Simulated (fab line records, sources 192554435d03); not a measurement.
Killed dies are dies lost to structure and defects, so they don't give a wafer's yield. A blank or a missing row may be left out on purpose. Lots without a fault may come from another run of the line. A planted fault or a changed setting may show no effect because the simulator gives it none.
A struck lot beside a sound one | flow n5_finfet | 15 steps out of a route of 1938
Sound: wafers L252.1, L252.2, L252.6. Struck: wafers L265.1, L265.3. The cause comes at the end.
At each step with rows: each side's tool, then ch and its chambers, then its first start. Under that, the readings that differ: sound wafers | struck wafers | difference of the means | sigmas: that difference in standard deviations of wafers without a fault.
alike: readings whose means differ by less than 2 such deviations, and words and numbers that are the same on both sides. not compared: withheld readings, readings that some wafer has no value for, bounds like >300 that may hide the same value, and numbers for which the record gives no deviation and whose values overlap.
The two part at a step that has a row with sigmas, a row that says differs or no value, or rows on one side only. Numbers that don't overlap but have no deviation are shown without sigmas and don't part them. A reading that every wafer of one side lacks parts them only if that side has two wafers or more.

first, 8 steps without rows for these wafers: N5_BEOL_M1_COAT_68 (time 60 s, resist thk 12 nm); N5_BEOL_M1_COAT_76 (time 60 s, resist thk 5 nm); N5_BEOL_M1_COAT_22 (resist thk 30 nm); N5_BEOL_M1_EBR_24; N5_BEOL_M1_SOFTBAKE_23 (time 60 s); N5_BEOL_M1_EXPOSE_25 (exposes mask V0, defocus 5 nm, target cd 24 nm); N5_BEOL_M1_PEB_26 (peb time 60 s); N5_BEOL_M1_DEVELOP_27 (develop time 30 s).
N5_BEOL_M1_CD_MEAS_28: target cd y 23.3 nm.
  sound on cd_sem-03 ch 0, day 7 09:44; struck on cd_sem-03 ch 0, day 10 17:13
  alike: cd_nm
N5_BEOL_M1_OVL_MEAS_29:
  sound on overlay-02 ch 0, day 7 09:46; struck on overlay-02 ch 0, day 10 17:14
  alike: V0_OVL
N5_BEOL_M1_INSPECT_30: inspects for defects (brightfield).
  sound on defect_inspect-01, day 7 09:49; struck on defect_inspect-02, day 10 17:18
  alike: raw_defect_count
N5_BEOL_M1_DESCUM_33: chemistry O2, time 7 s.
  sound on rie_diel-02 ch 1,2,3, day 7 10:05; struck on rie_diel-02 ch 0,1, day 10 17:20
  alike: drypump_motor_current_A, oes_product_au, rf_vpp_V, showerhead_plenum_p_Torr, throttle_valve_pct
  not compared: rf_hours_counter_h
N5_BEOL_M1_ETCH_77: etches underlayer in N2/H2, target depth 6.5 nm, time 5.2 s.
  sound on rie_diel-02 ch 1,2,3, day 7 10:07; struck on rie_diel-02 ch 0,1, day 10 17:22
  reading               | sound          | struck    | difference | sigmas
  etch_rf_on_time_s (s) | 5.28 5.31 5.34 | 4.03 4.10 | -1.25      | -8
  alike: drypump_motor_current_A, oes_product_au, rf_vpp_V, showerhead_plenum_p_Torr, throttle_valve_pct
  not compared: rf_hours_counter_h
N5_BEOL_M1_ETCH_69: etches SiARC in CF4, target depth 15.6 nm, time 26 s.
  sound on rie_diel-02 ch 1,2,3, day 7 10:08; struck on rie_diel-02 ch 0,1, day 10 17:23
  alike: cf4_flow_sccm, drypump_motor_current_A, etch_rf_on_time_s, oes_product_au, rf_vpp_V, showerhead_plenum_p_Torr, throttle_valve_pct
  not compared: rf_hours_counter_h
-- the record jumps here: 2 days lie between the struck wafers' starts before and after (it left off in module BEOL_M1 and takes up again in module BEOL_M4, whose first step shown is number 1111 of the route) --
N5_BEOL_M4_RC_MEAS_101:
  sound on prober-02 ch 0, day 9 09:56; struck on prober-01 ch 0, day 12 21:42
  alike: DIBL_N, DIBL_P, IOFF_N, IOFF_P, ION_N, ION_P, SS_N, SS_P, VT_N, VT_P

WHERE THEY PART
Only at N5_BEOL_M1_ETCH_77, within this record. Later steps at which nothing parts them and some readings are alike: N5_BEOL_M1_ETCH_69, N5_BEOL_M4_RC_MEAS_101.

WHY: what the simulator had put in
Process parameter drift: rie_diel-02, from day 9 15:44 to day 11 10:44, at N5_BEOL_M1_ETCH_77. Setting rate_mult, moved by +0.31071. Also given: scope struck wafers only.
